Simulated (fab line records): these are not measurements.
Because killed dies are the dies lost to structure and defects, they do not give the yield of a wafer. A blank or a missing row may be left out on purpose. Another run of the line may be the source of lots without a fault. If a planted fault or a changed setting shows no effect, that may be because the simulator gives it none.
Matching of chambers || flow n5 finfet || N5_BEOL_M4_PRE_CLEAN_60 on cvd co-02: 3 sister chambers
The step time 15 s. 6 wafers are shown with their chamber, then 12 later ones without.

## WAFERS PAIRED WITH THEIR CHAMBERS
{"wafer": "L087.1", "chamber": 2, "heater power w (W)": 116, "rf fwd power W (W)": 295.6}
{"wafer": "L087.2", "chamber": 0, "heater power w (W)": 69, "rf fwd power W (W)": 297.1}
{"wafer": "L087.3", "chamber": 1, "heater power w (W)": 118, "rf fwd power W (W)": 294.5}
{"wafer": "L089.1", "chamber": 0, "heater power w (W)": 69, "rf fwd power W (W)": 297.5}
{"wafer": "L089.4", "chamber": 1, "heater power w (W)": 118, "rf fwd power W (W)": 293.5}
{"wafer": "L089.6", "chamber": 2, "heater power w (W)": 118, "rf fwd power W (W)": 296.5}

## WAFERS WHOSE CHAMBER IS MISSING
{"wafer": "L090.2", "heater power w (W)": 119, "rf fwd power W (W)": 294.6}
{"wafer": "L090.3", "heater power w (W)": 117, "rf fwd power W (W)": 297.9}
{"wafer": "L090.6", "heater power w (W)": 120, "rf fwd power W (W)": 296.3}
{"wafer": "L093.1", "heater power w (W)": 69, "rf fwd power W (W)": 296.3}
{"wafer": "L093.5", "heater power w (W)": 70, "rf fwd power W (W)": 295.6}
{"wafer": "L093.6", "heater power w (W)": 116, "rf fwd power W (W)": 295.7}
{"wafer": "L092.2", "heater power w (W)": 118, "rf fwd power W (W)": 296.4}
{"wafer": "L092.4", "heater power w (W)": 120, "rf fwd power W (W)": 293.3}
{"wafer": "L092.5", "heater power w (W)": 69, "rf fwd power W (W)": 296.9}
{"wafer": "L094.1", "heater power w (W)": 71, "rf fwd power W (W)": 297.6}
{"wafer": "L094.3", "heater power w (W)": 117, "rf fwd power W (W)": 295.5}
{"wafer": "L094.4", "heater power w (W)": 120, "rf fwd power W (W)": 295.3}

## EACH ONE'S CHAMBER
{"wafer": "L090.2", "from the rows above": "can't be placed: 1 or 2", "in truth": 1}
{"wafer": "L090.3", "from the rows above": 2, "in truth": 2}
{"wafer": "L090.6", "from the rows above": "can't be placed: 2 or 1", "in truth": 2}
{"wafer": "L093.1", "from the rows above": 0, "in truth": 0}
{"wafer": "L093.5", "from the rows above": 0, "in truth": 0}
{"wafer": "L093.6", "from the rows above": 2, "in truth": 2}
{"wafer": "L092.2", "from the rows above": 2, "in truth": 2}
{"wafer": "L092.4", "from the rows above": 1, "in truth": 1}
{"wafer": "L092.5", "from the rows above": 0, "in truth": 0}
{"wafer": "L094.1", "from the rows above": 0, "in truth": 0}
{"wafer": "L094.3", "from the rows above": "can't be placed: 2 or 1", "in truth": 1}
{"wafer": "L094.4", "from the rows above": "can't be placed: 1 or 2", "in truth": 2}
Correct placement for 8 of the 12. Cannot be placed on the basis of these rows: 4; the candidates contain the true chamber in 4. Placed wrongly: 0.
How it was worked out, from the rows above alone: a wafer's distance from a chamber is the root of the sum, over the readings, of the square of ((its reading less the chamber's mean) divided by the reading's scatter). If the next closest chamber is less than 2 further off than the closest, the wafer can't be placed; otherwise it belongs to the closest. Each chamber's mean is taken over the wafers shown for it. How the scatter is found: for the shown wafers, subtract from each reading the mean of its chamber, square and add these, divide the total by (wafers less chambers), then take the root.
